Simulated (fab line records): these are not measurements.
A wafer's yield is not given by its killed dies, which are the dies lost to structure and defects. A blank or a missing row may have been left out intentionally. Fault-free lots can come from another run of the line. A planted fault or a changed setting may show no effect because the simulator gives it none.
Matching of chambers    flow n5 finfet    N5_BEOL_M11_STRIP_67 on rie diel-01: 4 sister chambers
The step strips in CF4. 14 wafers are shown with their chamber, then 7 later ones without.

## WAFERS PAIRED WITH THEIR CHAMBERS
wafer   chamber  throttle valve pct (%)  oes product au (a.u.)  drypump motor current A (A)
L079.2  3        13.51                   0.82                   5.4
L079.4  2        13.29                   0.92                   5.5
L079.5  1        13.17                   0.83                   6.0
L084.2  3        13.52                   0.82                   5.4
L084.3  1        13.20                   0.82                   6.0
L084.6  1        13.20                   0.81                   6.0
L082.1  2        13.30                   0.91                   5.5
L082.4  1        13.19                   0.82                   6.0
L082.5  0        13.50                   0.82                   5.1
L087.1  2        13.30                   0.90                   5.6
L087.3  3        13.51                   0.82                   5.4
L087.5  0        13.49                   0.82                   5.0
L085.1  1        13.19                   0.82                   5.9
L085.5  3        13.51                   0.82                   5.4

SIGNATURES, as means of the wafers listed above
reading                  chamber 0  chamber 1  chamber 2  chamber 3  scatter within a chamber
throttle valve pct       13.4950    13.1900    13.2967    13.5125    0.0089
oes product au           0.8200     0.8200     0.9100     0.8200     0.00632
drypump motor current A  5.050      5.980      5.533      5.400      0.0443
Rule: a wafer lies at a distance from a chamber equal to the root of the sum of squares, over the readings, of (its reading less the chamber's mean, divided by the reading's scatter). The wafer belongs to the nearest chamber; if the next one is less than 2 further off, it can't be placed. The scatter is the square root of a quotient: the sum, over the shown wafers, of each reading's squared deviation from its chamber's mean, divided by wafers minus chambers.

## WAFERS WITHOUT THEIR CHAMBER
wafer   throttle valve pct (%)  oes product au (a.u.)  drypump motor current A (A)
L085.6  13.32                   0.91                   5.5
L089.1  13.56                   0.80                   5.4
L089.2  13.32                   0.87                   5.5
L089.5  13.56                   0.80                   5.4
L096.3  13.36                   0.86                   5.5
L096.4  13.60                   0.79                   5.4
L096.5  13.38                   0.85                   5.5

## THE CHAMBER EACH PASSED THROUGH
wafer   from the rows above  in truth
L085.6  2                    2
L089.1  3                    3
L089.2  2                    2
L089.5  3                    3
L096.3  2                    2
L096.4  3                    3
L096.5  2                    2
Correctly placed: 7 of 7. Left unplaced by these rows: 0. Placed wrongly: 0.
